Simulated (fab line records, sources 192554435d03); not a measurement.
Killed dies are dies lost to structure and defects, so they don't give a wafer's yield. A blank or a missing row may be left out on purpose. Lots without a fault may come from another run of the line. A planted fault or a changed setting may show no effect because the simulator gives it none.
Chamber matching | flow n5_finfet | N5_BEOL_M3_PECVD_72 on pecvd-01: 3 sister chambers
The step deposits SiO2 from TEOS/O2, target thk 16 nm, time 18 s. 3 wafers are shown with their chamber, then 11 later ones without.

WAFERS WITH THEIR CHAMBER
wafer  | chamber | showerhead_plenum_p_Torr (Torr)
L094.2 | 2       | 8.84
L094.6 | 1       | 8.82
L091.2 | 0       | 8.69

WAFERS WITHOUT THEIR CHAMBER
wafer  | showerhead_plenum_p_Torr (Torr)
L091.4 | 8.83
L091.6 | 8.70
L095.2 | 8.83
L095.3 | 8.85
L095.4 | 8.72
L093.1 | 8.85
L093.5 | 8.85
L093.6 | 8.81
L096.1 | 8.84
L096.3 | 8.70
L096.5 | 8.71

WHICH CHAMBER EACH WENT THROUGH
wafer  | from the rows above     | in truth
L091.4 | can't be placed: 1 or 2 | 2
L091.6 | 0                       | 0
L095.2 | can't be placed: 1 or 2 | 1
L095.3 | can't be placed: 2 or 1 | 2
L095.4 | 0                       | 0
L093.1 | can't be placed: 2 or 1 | 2
L093.5 | can't be placed: 2 or 1 | 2
L093.6 | can't be placed: 1 or 2 | 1
L096.1 | can't be placed: 2 or 1 | 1
L096.3 | 0                       | 0
L096.5 | 0                       | 0
Placed correctly: 4 of 11. Can't be placed from these rows: 7 (the true chamber is among the candidates in 7). Placed wrongly: 0.
How it was worked out, from the rows above alone: a wafer's distance from a chamber is the root of the sum, over the readings, of the square of ((its reading less the chamber's mean) divided by the reading's scatter). The wafer belongs to the nearest chamber; if the next one is less than 2 further off, it can't be placed. A chamber's mean is the mean of its shown wafers. The scatter: with one shown wafer a chamber, the root of the mean of the squares of how far each hidden wafer lies from its nearest shown one.
